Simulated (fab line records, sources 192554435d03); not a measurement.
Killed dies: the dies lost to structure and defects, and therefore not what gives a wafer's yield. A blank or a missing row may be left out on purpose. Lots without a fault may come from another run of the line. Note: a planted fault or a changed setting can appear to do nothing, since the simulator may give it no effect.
Matching of chambers	flow n5 finfet	N5_BEOL_M6_VIA_ETCH_34 on rie diel-01 has 4 sister chambers
The step etches SiCOH lowk in C4F6/O2, target depth 126.3 nm, time 50.9 s. 14 wafers are shown with their chamber, then 6 later ones without.

WAFERS, EACH WITH ITS CHAMBER
wafer	chamber	drypump motor current A (A)	throttle valve pct (%)	rf vpp V (V)
L612.3	0	6.1	21.21	650
L612.4	1	5.8	21.00	646
L612.5	2	6.0	21.09	650
L614.3	0	6.1	21.22	647
L614.5	0	6.1	21.22	648
L614.6	3	5.2	20.51	637
L615.4	1	5.7	21.02	648
L615.6	0	6.1	21.22	649
L627.1	3	5.2	20.56	636
L627.2	1	5.8	21.07	647
L627.3	2	6.0	20.87	663
L628.1	3	5.1	20.57	637
L628.2	1	5.8	21.08	646
L628.3	2	6.0	20.86	661

SIGNATURES, as means of the wafers listed above
reading	chamber 0	chamber 1	chamber 2	chamber 3	scatter within a chamber
drypump motor current A	6.100	5.775	6.000	5.167	0.0376
throttle valve pct	21.2175	21.0425	20.9400	20.5467	0.0636
rf vpp V	648.50	646.75	658.00	636.67	3.26
Rule: for a wafer and a chamber, the distance is found by dividing, reading by reading, the gap between the wafer's reading and the chamber's mean by the reading's scatter, squaring, summing and taking the root. The wafer belongs to the nearest chamber; if the next one is less than 2 further off, it can't be placed. How the scatter is found: for the shown wafers, subtract from each reading the mean of its chamber, square and add these, divide the total by (wafers less chambers), then take the root.

WAFERS WITHOUT THEIR CHAMBER
wafer	drypump motor current A (A)	throttle valve pct (%)	rf vpp V (V)
L631.1	5.2	20.59	636
L631.2	6.1	21.27	648
L631.5	5.8	21.10	646
L634.2	5.2	20.59	638
L634.3	6.0	20.87	660
L634.6	6.0	20.90	661

WHICH CHAMBER EACH ONE RAN IN
wafer	from the rows above	in truth
L631.1	3	3
L631.2	0	0
L631.5	1	1
L634.2	3	3
L634.3	2	2
L634.6	2	2
Placed correctly: 6 of 6. From these rows, 0 cannot be placed. Placed wrongly: 0.
